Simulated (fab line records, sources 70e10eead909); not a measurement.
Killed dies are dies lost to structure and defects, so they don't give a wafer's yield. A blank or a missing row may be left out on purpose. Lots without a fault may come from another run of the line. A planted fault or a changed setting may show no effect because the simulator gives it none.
Which tool did it? | flow nand_harc | 24 lots, 72 wafers sampled, at 3 steps of a route of 1302

WHAT THE GAUGES READ, wafer by wafer
NHARC_P_M2_INSPECT_27. Usual: raw_defect_count 304, standard deviation 110.
lot  | measured     | on                | raw_defect_count | flag
L074 | day 6 20:20  | defect_inspect-02 | 171 202 150      |
L076 | day 7 11:53  | defect_inspect-02 | 318 253 300      |
L075 | day 7 12:29  | defect_inspect-02 | 265 229 264      |
L077 | day 7 17:50  | defect_inspect-01 | 247 280 198      |
L078 | day 8 06:44  | defect_inspect-01 | 478 348 259      |
L079 | day 8 14:04  | defect_inspect-02 | 482 692 416      |
L080 | day 8 21:45  | defect_inspect-01 | 369 225 240      |
L081 | day 9 09:10  | defect_inspect-02 | 259 218 320      |
L082 | day 9 21:43  | defect_inspect-01 | 262 197 241      |
L083 | day 10 04:57 | defect_inspect-02 | 351 321 336      |
L084 | day 10 19:19 | defect_inspect-02 | 309 453 395      |
L085 | day 10 23:17 | defect_inspect-01 | 241 208 313      |
L086 | day 11 13:09 | defect_inspect-01 | 266 171 252      |
L087 | day 11 21:02 | defect_inspect-01 | 181 326 302      |
L088 | day 12 15:01 | defect_inspect-01 | 415 409 291      |
L089 | day 12 16:13 | defect_inspect-02 | 235 291 250      |
L090 | day 13 05:55 | defect_inspect-01 | 369 259 269      |
L091 | day 13 06:55 | defect_inspect-01 | 352 315 184      |
L092 | day 14 15:48 | defect_inspect-02 | 162 205 210      |
L093 | day 14 16:13 | defect_inspect-02 | 477 467 332      |
L094 | day 14 22:01 | defect_inspect-02 | 422 333 366      |
L095 | day 15 10:40 | defect_inspect-01 | 345 198 232      |
L096 | day 15 20:07 | defect_inspect-02 | 279 303 255      |
L097 | day 16 04:11 | defect_inspect-02 | 294 258 308      |

NHARC_P_BONDPAD_THK_MEAS_33: measures by ellipsometry. Usual: thk_nm 200.3 nm, standard deviation 1.5.
lot  | measured     | on            | thk_nm (nm)       | flag
L074 | day 6 21:33  | film_metro-01 | 198.3 199.3 201.4 |
L076 | day 7 13:07  | film_metro-02 | 200.0 200.0 201.4 |
L075 | day 7 13:43  | film_metro-01 | 201.4 200.8 201.8 |
L077 | day 7 19:03  | film_metro-02 | 199.1 200.6 200.7 |
L078 | day 8 07:57  | film_metro-02 | 199.8 198.7 197.4 |
L079 | day 8 15:17  | film_metro-02 | 199.9 200.7 200.2 |
L080 | day 8 22:58  | film_metro-02 | 200.5 198.7 198.7 |
L081 | day 9 10:22  | film_metro-02 | 200.0 202.1 198.0 |
L082 | day 9 22:56  | film_metro-01 | 201.4 200.5 198.9 |
L083 | day 10 06:10 | film_metro-01 | 201.9 203.5 201.8 |
L084 | day 10 20:34 | film_metro-01 | 200.2 200.5 197.6 |
L085 | day 11 00:30 | film_metro-02 | 199.6 200.0 198.5 |
L086 | day 11 14:22 | film_metro-01 | 200.1 201.5 199.3 |
L087 | day 11 22:15 | film_metro-02 | 202.5 202.3 202.7 |
L088 | day 12 16:13 | film_metro-01 | 202.5 202.7 201.5 |
L089 | day 12 17:25 | film_metro-02 | 200.7 200.9 200.8 |
L090 | day 13 07:08 | film_metro-01 | 203.0 202.9 202.6 |
L091 | day 13 08:08 | film_metro-02 | 200.2 199.3 200.5 |
L092 | day 14 17:01 | film_metro-01 | 198.2 200.4 198.6 |
L093 | day 14 17:26 | film_metro-02 | 200.0 198.3 197.5 |
L094 | day 14 23:14 | film_metro-02 | 199.3 199.5 199.6 |
L095 | day 15 11:52 | film_metro-01 | 199.7 200.9 202.7 |
L096 | day 15 21:19 | film_metro-01 | 198.9 198.8 200.1 |
L097 | day 16 05:25 | film_metro-02 | 200.8 201.1 201.8 |

WHICH TOOL RAN EACH LOT (tool, then ch and the chambers of the sampled wafers, then the start)
lot  | NHARC_P_M2_CMP_23
L074 | cmp-02 ch 0,1,3, day 6 19:55
L076 | cmp-03 ch 0,1,2, day 7 11:25
L075 | cmp-03 ch 0,1,3, day 7 12:05
L077 | cmp-03 ch 0,2,3, day 7 17:27
L078 | cmp-03 ch 1,2,3, day 8 06:16
L079 | cmp-02 ch 0,2,3, day 8 13:35
L080 | cmp-02 ch 1,3, day 8 21:17
L081 | cmp-03 ch 0,2, day 9 08:43
L082 | cmp-04 ch 1,2, day 9 21:14
L083 | cmp-02 ch 1,2,3, day 10 04:31
L084 | cmp-04 ch 1,2,3, day 10 18:50
L085 | cmp-02 ch 0,1,2, day 10 22:47
L086 | cmp-04 ch 0,1,2, day 11 12:41
L087 | cmp-04 ch 2,3, day 11 20:33
L088 | cmp-02 ch 0,2,3, day 12 14:34
L089 | cmp-03 ch 2,3, day 12 15:45
L090 | cmp-02 ch 0,1,3, day 13 05:27
L091 | cmp-02 ch 0,1,3, day 13 06:31
L092 | cmp-03 ch 1,2,3, day 14 15:23
L093 | cmp-03 ch 0,2,3, day 14 15:50
L094 | cmp-03 ch 1,2,3, day 14 21:32
L095 | cmp-04 ch 0,1,2, day 15 10:14
L096 | cmp-04 ch 0,1,3, day 15 19:40
L097 | cmp-03 ch 0,2,3, day 16 03:43
- NHARC_P_M2_CMP_23: polishes, t overpolish 20 s, target thk 144.3 nm.

WHAT THE TOOLS THEMSELVES READ (means of the sampled wafers that have a number; where no wafer has one, the mark that the record gives instead)
NHARC_P_M2_CMP_23. Usual: motor_current_A 12.6 A, standard deviation 1.2; time_to_endpoint_s 29.2 s, standard deviation 2.4.
lot  | tool   | motor_current_A (A) | time_to_endpoint_s (s) | flag
L074 | cmp-02 | 11.4                | 30.4                   |
L076 | cmp-03 | 12.6                | 30.3                   |
L075 | cmp-03 | 13.2                | 27.6                   |
L077 | cmp-03 | 13.3                | 30.8                   |
L078 | cmp-03 | 13.0                | 28.2                   |
L079 | cmp-02 | 12.4                | 27.4                   |
L080 | cmp-02 | 10.7                | 29.0                   |
L081 | cmp-03 | 13.1                | 28.6                   |
L082 | cmp-04 | 11.7                | 31.4                   |
L083 | cmp-02 | 12.1                | 28.4                   |
L084 | cmp-04 | 12.0                | 33.1                   |
L085 | cmp-02 | 12.5                | 26.3                   |
L086 | cmp-04 | 12.3                | 30.8                   |
L087 | cmp-04 | 12.3                | 30.4                   |
L088 | cmp-02 | 12.6                | 28.2                   |
L089 | cmp-03 | 13.5                | 30.1                   |
L090 | cmp-02 | 11.4                | 28.3                   |
L091 | cmp-02 | 11.8                | 24.9                   |
L092 | cmp-03 | 13.1                | 28.7                   |
L093 | cmp-03 | 13.6                | 23.1                   |
L094 | cmp-03 | 13.0                | 27.4                   |
L095 | cmp-04 | 12.5                | 31.9                   |
L096 | cmp-04 | 12.4                | 31.8                   |
L097 | cmp-03 | 13.5                | 31.5                   |

THE ANSWER, worked out from the rows above alone
Rule: a lot is off if the mean of its wafers that have a number lies more than 3 standard deviations from the usual mean. A lot without any number at a reading at which 4 lots or more have one is off too. The other lots that the step has rows for count as sound. The gauges are gone through in route order, then the tools' own readings, and for those a lot's mean is taken as printed above. The first step at which some lot is off is used, and at that step the reading that is off furthest; a lot without a number counts as furthest.
No lot is off at any reading shown: from this, nothing can be told.

WHAT THE SIMULATOR HAD PUT IN
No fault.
